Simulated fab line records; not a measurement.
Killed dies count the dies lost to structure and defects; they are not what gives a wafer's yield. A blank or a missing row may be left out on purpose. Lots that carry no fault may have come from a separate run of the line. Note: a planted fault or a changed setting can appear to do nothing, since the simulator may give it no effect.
Which tool was responsible? | flow nand-harc | Sampling: 14 lots, 42 wafers, 4 of 1159 route steps

== WHAT EACH GAUGE READ, for each wafer ==
NHARC_A_ONON_D1_THK_MEAS_05: measures by ellipsometry.
lot  | measured     | on            | thk-nm (nm)
L293 | day 7 13:48  | film-metro-01 | 1010 1012 1011
L294 | day 8 09:50  | film-metro-01 | 998 995 996
L297 | day 8 10:12  | film-metro-02 | 1013 1012 1013
L300 | day 9 00:40  | film-metro-01 | 1015 1013 1014
L298 | day 9 00:38  | film-metro-01 | 1003 1004 1004
L299 | day 9 00:39  | film-metro-02 | 1020 1019 1021
L301 | day 9 16:14  | film-metro-01 | 999 997 999
L302 | day 9 23:33  | film-metro-02 | 1005 1004 1005
L303 | day 9 23:31  | film-metro-02 | 998 999 1001
L304 | day 10 11:32 | film-metro-02 | 1004 1005 1005
L310 | day 11 15:25 | film-metro-01 | 597 597 595
L311 | day 11 23:53 | film-metro-02 | 1008 1010 1008
L313 | day 12 18:21 | film-metro-02 | 601 605 602
L315 | day 12 18:20 | film-metro-02 | 995 993 990

NHARC_END_SORT_01.
lot  | measured     | on        | killed-at-array | killed-at-other | killed-at-periphery | killed-dies | killed-open | killed-short
L310 | day 23 19:26 | prober-02 | 675 669 675     | 0 0 0           | 2 8 2               | 677 677 677 | 7 5 4       | 1 3 5
L313 | day 24 17:08 | prober-01 | 674 676 673     | 0 0 0           | 3 1 4               | 677 677 677 | 4 0 3       | 1 1 1

== WHICH TOOL RAN EACH LOT (tool, then ch and the chambers of the sampled wafers, then the start) ==
lot  | NHARC_A_ZERO_WELL_DESCUM_12        | NHARC_A_ONON_D1_DEP_03
L293 | rie-diel-04 ch 0,1, day 6 15:44    | pecvd-onon-04 ch 0, day 7 13:28
L294 | rie-diel-05 ch 0,2,3, day 7 03:26  | pecvd-onon-04 ch 0, day 8 09:20
L297 | rie-diel-04 ch 1,2,3, day 7 14:47  | pecvd-onon-02 ch 0, day 8 09:52
L300 | rie-diel-12 ch 0,2,3, day 7 21:47  | pecvd-onon-02 ch 0, day 9 00:09
L298 | rie-diel-12 ch 0,2,3, day 7 22:10  | pecvd-onon-04 ch 0, day 9 00:08
L299 | rie-diel-04 ch 1,3, day 8 02:04    | pecvd-onon-03 ch 0, day 9 00:15
L301 | rie-diel-12 ch 0,2,3, day 8 15:20  | pecvd-onon-04 ch 0, day 9 15:53
L302 | rie-diel-05 ch 1,2,3, day 8 22:04  | pecvd-onon-02 ch 0, day 9 23:11
L303 | rie-diel-05 ch 0,1,2, day 8 23:17  | pecvd-onon-04 ch 0, day 9 23:00
L304 | rie-diel-05 ch 1,2, day 9 06:14    | pecvd-onon-03 ch 0, day 10 11:05
L310 | rie-diel-12 ch 0,1,2, day 10 14:50 | pecvd-onon-04 ch 0, day 11 14:55
L311 | rie-diel-05 ch 0,3, day 11 01:01   | pecvd-onon-03 ch 0, day 11 23:22
L313 | rie-diel-05 ch 0,2,3, day 11 16:54 | pecvd-onon-04 ch 0, day 12 17:50
L315 | rie-diel-04 ch 0,2,3, day 11 22:37 | pecvd-onon-03 ch 0, day 12 17:50
- NHARC_A_ZERO_WELL_DESCUM_12: chemistry O2, time 3 s.
- NHARC_A_ONON_D1_DEP_03: target thk 1000 nm.

== AS READ BY THE TOOLS THEMSELVES (means over the sampled wafers that have a number; for cases with no such wafer, the mark the record gives instead) ==
NHARC_A_ZERO_WELL_DESCUM_12.
lot  | tool        | drypump-motor-current-A (A) | oes-product-au (a.u.) | rf-vpp-V (V) | showerhead-plenum-p-Torr (Torr) | throttle-valve-pct (%)
L293 | rie-diel-04 | 5.7                         | 0.982                 | 57.3         | 1.83                            | 11.302
L294 | rie-diel-05 | 5.1                         | 0.994                 | 57.0         | 1.95                            | 11.310
L297 | rie-diel-04 | 5.9                         | 0.993                 | 58.4         | 1.87                            | 11.308
L300 | rie-diel-12 | 5.9                         | 0.988                 | 58.3         | 1.93                            | 11.306
L298 | rie-diel-12 | 5.9                         | 0.992                 | 57.9         | 1.93                            | 11.306
L299 | rie-diel-04 | 6.0                         | 0.984                 | 57.2         | 1.82                            | 11.310
L301 | rie-diel-12 | 5.9                         | 0.991                 | 58.2         | 1.92                            | 11.311
L302 | rie-diel-05 | 5.0                         | 1.004                 | 57.5         | 1.95                            | 11.320
L303 | rie-diel-05 | 5.0                         | 1.007                 | 57.7         | 1.88                            | 11.325
L304 | rie-diel-05 | 4.9                         | 1.009                 | 57.8         | 1.88                            | 11.310
L310 | rie-diel-12 | 6.0                         | 1.000                 | 58.0         | 1.90                            | 11.305
L311 | rie-diel-05 | 5.2                         | 1.006                 | 57.1         | 1.92                            | 11.308
L313 | rie-diel-05 | 5.1                         | 1.004                 | 57.6         | 1.95                            | 11.315
L315 | rie-diel-04 | 6.0                         | 1.003                 | 57.3         | 1.87                            | 11.319

== THE ANSWER, worked out from the rows above alone ==
Rule: the lots themselves supply what counts as usual. The widest of any qualifying gaps counts: lots, ordered by their means at a reading, are off when they make up no more than a third of the lots, leave a main group of 4 or more, and stand apart from it by 3 or more times the standard deviation of that group's means. A main group is skipped when, at the precision printed for the reading in the tables above, its means are all equal. Also off: a lot with no number at a reading for which 4 or more lots have one. Any other lot the step has rows for is counted as sound. The gauges are gone through in route order, then the tools' own readings, and for those a lot's mean is taken as printed above. At the first step where some lot is off, the reading lying furthest off is the one used; lots without a number count as furthest.
Off, at NHARC_A_ONON_D1_THK_MEAS_05 on thk-nm: L310, L313. For the main group the mean is 1006 nm and the standard deviation 7.7.
If a tool, at a process step before that reading, ran all the lots that are off and no sound lot after the first of them, it fits. Those tools and the gauges at NHARC_A_ONON_D1_THK_MEAS_05 are tried in the same way. One candidate fits, namely pecvd-onon-04 at NHARC_A_ONON_D1_DEP_03. A fault onset in the window from L303 (day 9 23:00, its last sound lot) to L310 (day 11 14:55, its first lot off) fits.

== WHAT HAD BEEN PUT IN BY THE SIMULATOR ==
pecvd-onon-04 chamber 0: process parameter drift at NHARC_A_ONON_D1_DEP_03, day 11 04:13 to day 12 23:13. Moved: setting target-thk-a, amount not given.
Shown lots that were struck: L310, L313. The same result came from the rule above.
